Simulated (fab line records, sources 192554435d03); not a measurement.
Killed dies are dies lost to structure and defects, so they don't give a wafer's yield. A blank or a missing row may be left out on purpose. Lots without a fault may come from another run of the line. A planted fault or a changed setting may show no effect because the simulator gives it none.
Chamber matching | flow n5_finfet | N5_BEOL_M13_ILD_DEP_00 on pecvd-04: 3 sister chambers
The step deposits SiOC from DEMS/O2, target thk 837.92 nm, time 166.4 s. 6 wafers are shown with their chamber, then 10 later ones without.

WAFERS WITH THEIR CHAMBER
wafer  | chamber | throttle_valve_pct (%) | showerhead_plenum_p_Torr (Torr)
L081.1 | 0       | 11.1                   | 5.694
L081.6 | 1       | 12.8                   | 5.703
L083.3 | 0       | 11.2                   | 5.678
L083.5 | 1       | 12.6                   | 5.708
L089.4 | 2       | 10.9                   | 5.690
L089.5 | 2       | 10.9                   | 5.691

WAFERS WITHOUT THEIR CHAMBER
wafer  | throttle_valve_pct (%) | showerhead_plenum_p_Torr (Torr)
L089.6 | 11.2                   | 5.689
L088.2 | 11.3                   | 5.688
L088.5 | 11.1                   | 5.688
L088.6 | 11.0                   | 5.704
L091.1 | 11.2                   | 5.685
L091.3 | 11.0                   | 5.692
L091.5 | 11.0                   | 5.698
L096.2 | 11.6                   | 5.686
L096.3 | 12.5                   | 5.696
L096.5 | 11.3                   | 5.676

WHICH CHAMBER EACH WENT THROUGH
wafer  | from the rows above     | in truth
L089.6 | 0                       | 0
L088.2 | 0                       | 0
L088.5 | can't be placed: 0 or 2 | 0
L088.6 | can't be placed: 2 or 0 | 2
L091.1 | 0                       | 0
L091.3 | can't be placed: 2 or 0 | 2
L091.5 | can't be placed: 2 or 0 | 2
L096.2 | 0                       | 0
L096.3 | 1                       | 1
L096.5 | 0                       | 0
Placed correctly: 6 of 10. Can't be placed from these rows: 4 (the true chamber is among the candidates in 4). Placed wrongly: 0.
How it was worked out, from the rows above alone: a wafer's distance from a chamber is the root of the sum, over the readings, of the square of ((its reading less the chamber's mean) divided by the reading's scatter). The wafer belongs to the nearest chamber; if the next one is less than 2 further off, it can't be placed. A chamber's mean is the mean of its shown wafers. The scatter: the root of (the sum of the squares of (reading less its chamber's mean) over the shown wafers, divided by (wafers less chambers)).
